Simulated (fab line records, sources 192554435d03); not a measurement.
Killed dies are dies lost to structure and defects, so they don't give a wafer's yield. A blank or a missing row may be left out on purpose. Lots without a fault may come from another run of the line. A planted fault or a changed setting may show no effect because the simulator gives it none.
Split-lot experiment | flow n5_finfet | 7 lots, 21 wafers read, on a route of 1938 steps

THE SPLIT
At N5_BEOL_M15_ILD_DEP_00 (deposits SiO2 from TEOS/O2, target thk 1629.3 nm, time 346.1 s), the setting time_s was moved away from the recipe's 346.1 s on 4 of the 21 wafers read, by +12.8% to +13.2%. The other wafers ran this setting at the recipe's value.

The file shows no step between the split and the reading.

THE READING
M15_ILD_THK, in nm, at N5_BEOL_M15_THK_MEAS_01. Fault-free wafers of this fab line usually give 1636 nm, standard deviation 20 nm.

wafer  | tool, chamber at the split | time_s as run, s | against the recipe | M15_ILD_THK, nm | against lot-mates on the recipe
L078.1 | pecvd-01, 2                | 346.1            | recipe             | 1602            | -
L078.2 | pecvd-01, 1                | 346.1            | recipe             | 1633            | -
L078.6 | pecvd-01, 0                | 346.1            | recipe             | 1647            | -
L079.4 | pecvd-02, 0                | 346.1            | recipe             | 1666            | -
L079.5 | pecvd-02, 2                | 346.1            | recipe             | 1642            | -
L079.6 | pecvd-02, 1                | 346.1            | recipe             | 1635            | -
L082.2 | pecvd-02, 0                | 346.1            | recipe             | 1640            | -
L082.4 | pecvd-02, 0,2              | 346.1            | recipe             | 1680            | -
L082.6 | pecvd-02, 0,2              | 346.1            | recipe             | 1681            | -
L088.2 | pecvd-01, 1                | 391.9            | +13.2%             | 1864            | +219
L088.5 | pecvd-01, 2                | 391.9            | +13.2%             | 1840            | +195
L088.6 | pecvd-01, 0                | 346.1            | recipe             | 1645            | -
L090.2 | pecvd-03, 2                | 390.4            | +12.8%             | 1823            | +166
L090.3 | pecvd-03, 1                | 390.4            | +12.8%             | 1825            | +168
L090.6 | pecvd-03, 1                | 346.1            | recipe             | 1657            | -
L092.1 | pecvd-02, 2                | 346.1            | recipe             | 1610            | -
L092.5 | pecvd-02, 0                | 346.1            | recipe             | 1656            | -
L092.6 | pecvd-02, 2                | 346.1            | recipe             | 1648            | -
L094.3 | pecvd-01, 0                | 346.1            | recipe             | 1622            | -
L094.5 | pecvd-01, 1                | 346.1            | recipe             | 1673            | -
L094.6 | pecvd-01, 2                | 346.1            | recipe             | 1630            | -
Where a row lists several chambers, the file gives one row for several wafers and doesn't say which wafer went through which chamber.

THE FIT
A straight line over all 21 wafers: M15_ILD_THK changes by +14.8 nm for each +1% of time_s; r = +0.97; the points scatter about the line by 22 nm.
The same after taking each lot's own level away (the mean of its wafers on the recipe; 21 wafers): +14.4 nm for each +1%; r = +0.97; scatter 19 nm.
On that fit, the largest move of time_s shifts the reading by 1.9e+02 nm.
The lots' own levels span 1627.3 to 1667.0 nm, that is 2.0 times the standard deviation above.
So the lot-to-lot level changes the slope little: the two slopes agree.
Check: with one of the wafers moved furthest among these (+13.2%) left out of the fit, the line predicts +180 nm for it against its lot-mates. It came out at +219 nm against them.

OTHER SPLITS ON THESE WAFERS
These wafers also went through other splits before the reading. Each is held against what the fit with the lots' levels taken away leaves over:
other split on the same wafers    | wafers away from the commonest value | r with M15_ILD_THK (lot level and that fit taken away)
N5_BEOL_M11_EXPOSE_08 dose_mj     | 7                                    | -0.12
N5_BEOL_M11_TRENCH_ETCH_37 time_s | 6                                    | +0.09
N5_BEOL_M11_ALD_74 ald_cycles     | 7                                    | -0.05
N5_BEOL_M13_SPUTTER_43 time_s     | 5                                    | -0.07

THE WHOLE CHAIN: every reading that the file lists as answering this split, in the file's order
step                    | what it does                                                   | reading                                                                             | change (the file's fit)              | r (the file's)
N5_BEOL_M15_ILD_DEP_00  | deposits SiO2 from TEOS/O2, target thk 1629.3 nm, time 346.1 s | SiO2_of_BEOL_M15_ILD_DEP_00.thk_nm (the simulator's own value, which no gauge read) | +14.3 nm for each +1% of the setting | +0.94
N5_BEOL_M15_THK_MEAS_01 |                                                                | M15_ILD_THK                                                                         | +14.4 for each +1% of the setting    | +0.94

THE FILE'S OWN FIT
M15_ILD_THK changes by +14.4 nm for each +1% of time_s, r = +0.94.
